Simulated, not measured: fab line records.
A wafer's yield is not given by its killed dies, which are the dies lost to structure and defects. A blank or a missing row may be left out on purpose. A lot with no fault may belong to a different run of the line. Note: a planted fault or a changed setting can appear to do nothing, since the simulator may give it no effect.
Chamber matching    flow n5_finfet    N5_BEOL_M3_DESCUM_16 on rie_diel-01 has 4 sister chambers
The step chemistry O2, time 7 s. 7 wafers are shown with their chamber, then 7 later ones without.

== WAFERS WITH THEIR CHAMBER ==
wafer   chamber  throttle_valve_pct (%)  oes_product_au (a.u.)
L076.2  2        20.45                   0.72
L082.3  2        20.47                   0.70
L082.6  0        20.01                   1.01
L088.4  1        20.63                   0.70
L088.5  3        20.49                   0.69
L089.1  1        20.64                   0.70
L089.2  3        20.48                   0.68

== WAFERS WITH NO CHAMBER GIVEN ==
wafer   throttle_valve_pct (%)  oes_product_au (a.u.)
L089.6  20.50                   0.69
L093.1  20.49                   0.68
L093.4  20.51                   0.69
L093.6  20.65                   0.70
L095.3  20.52                   0.68
L095.5  20.52                   0.68
L095.6  20.04                   0.93

== WHICH CHAMBER EACH WENT THROUGH ==
wafer    from the rows above   in truth
L089.6   3                     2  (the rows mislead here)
L093.1   3                     3
L093.4   3                     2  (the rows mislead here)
L093.6   1                     1
L095.3   3                     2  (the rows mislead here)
L095.5   3                     3
L095.6   0                     0
4 of 7 placed correctly. Not placeable from these rows: 0. Number placed wrongly: 3.
How it was worked out, from the rows above alone: a wafer's distance from a chamber is the root of the sum, over the readings, of the square of ((its reading less the chamber's mean) divided by the reading's scatter). The wafer belongs to the nearest chamber; if the next one is less than 2 further off, it can't be placed. Each chamber's mean is taken over the wafers shown for it. The scatter: take each reading less its chamber's mean, square it, sum over the shown wafers, divide by the number of wafers less the number of chambers, and take the root.
